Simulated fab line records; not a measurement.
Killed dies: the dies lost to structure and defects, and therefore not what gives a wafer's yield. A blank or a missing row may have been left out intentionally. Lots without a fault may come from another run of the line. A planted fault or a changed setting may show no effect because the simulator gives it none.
2 desks, one fault ; flow n5Finfet ; numbers are kept per desk, each desk with only its own; the story behind them comes last

AT THE METROLOGY DESK
What the gauges read, lot by lot, whatever tool the lot ran on: means of the sampled wafers that have a number. A lot is out of limits, marked OUT, if its mean lies more than 4 standard deviations from the usual mean; the brackets give that distance. Of its 12 readings 7 are shown: the one that was out of limits first, and those that lie furthest out on some lot.
Columns: A = cdNm at N5_BEOL_M0_SAQP_CD_MEAS_14, usual 42.4 nm; B = IOFF_N at N5_BEOL_M4_RC_MEAS_101, usual 0.155 nA/um; C = ION_P at N5_BEOL_M4_RC_MEAS_101, usual 463 uA/um; D = SS_N at N5_BEOL_M4_RC_MEAS_101, usual 71.4 mV/dec; E = SS_P at N5_BEOL_M4_RC_MEAS_101, usual 73.4 mV/dec; F = VT_N at N5_BEOL_M4_RC_MEAS_101, usual 250.0 mV; G = VT_P at N5_BEOL_M4_RC_MEAS_101, usual -251 mV
lot;first seen here;A;B;C;D;E;F;G
L710;day 5 14:45;42.5;0.146;456;71.6;73.3;251.3;-252
L713;day 6 10:01;42.5;0.162;471;71.2;73.4;249.0;-249
L717;day 7 16:12;42.1;0.151;458;71.3;73.5;251.0;-251
L720;day 8 14:18;36.7 (-17) OUT;0.149;462;71.1;72.9;250.9;-250
L726;day 9 22:13;42.4;0.143;461;71.6;73.6;250.8;-253
L728;day 10 14:13;43.0;0.167;474;72.1;73.6;251.0;-246
L732;day 11 01:44;42.3;0.125;464;70.8;72.6;253.6;-250
L729;day 11 05:25;42.0;0.151;464;71.3;72.9;249.2;-252
This desk finds L720 out of limits, L720 being first, at day 8 18:40 (cdNm at N5_BEOL_M0_SAQP_CD_MEAS_14). L710, L713, L717, L726, L728, L732, L729: within limits.

THE TOOL OWNER'S DESK: arfiScanner-01
The tool's own readings at N5_BEOL_M0_SAQP_EXPOSE_11 (exposes mask M0 CORE, target cd 42 nm): means of the sampled wafers that have a number, for each lot that ran on this tool. A lot is out of limits, marked OUT, if its mean lies more than 4 standard deviations from the usual mean; the brackets give that distance.
Columns: A = exposureDoseMJCm2 at N5_BEOL_M0_SAQP_EXPOSE_11, usual 54.95
lot;first seen here;A
L710;day 6 21:28;54.98
L720;day 8 18:32;53.51 (-23) OUT
L732;day 11 06:49;55.11
This desk finds L720 out of limits, L720 being first, at day 8 18:32 (exposureDoseMJCm2 at N5_BEOL_M0_SAQP_EXPOSE_11). L710, L732: within limits.

PUT TOGETHER
The tool owner's desk could have raised an alarm at day 8 18:32, on L720.
The metrology desk could have raised an alarm at day 8 18:40, on L720.
Every lot named ran N5_BEOL_M0_SAQP_EXPOSE_11 on arfiScanner-01.

WHAT THE SIMULATOR PUT IN
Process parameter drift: arfiScanner-01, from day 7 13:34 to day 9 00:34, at N5_BEOL_M0_SAQP_EXPOSE_11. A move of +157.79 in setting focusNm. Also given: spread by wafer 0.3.
Lots struck among those shown: L720.
Delay (hours) between the fault's onset and each desk's first out-of-limits reading: 29 at the tool owner's desk, 29 at the metrology desk.
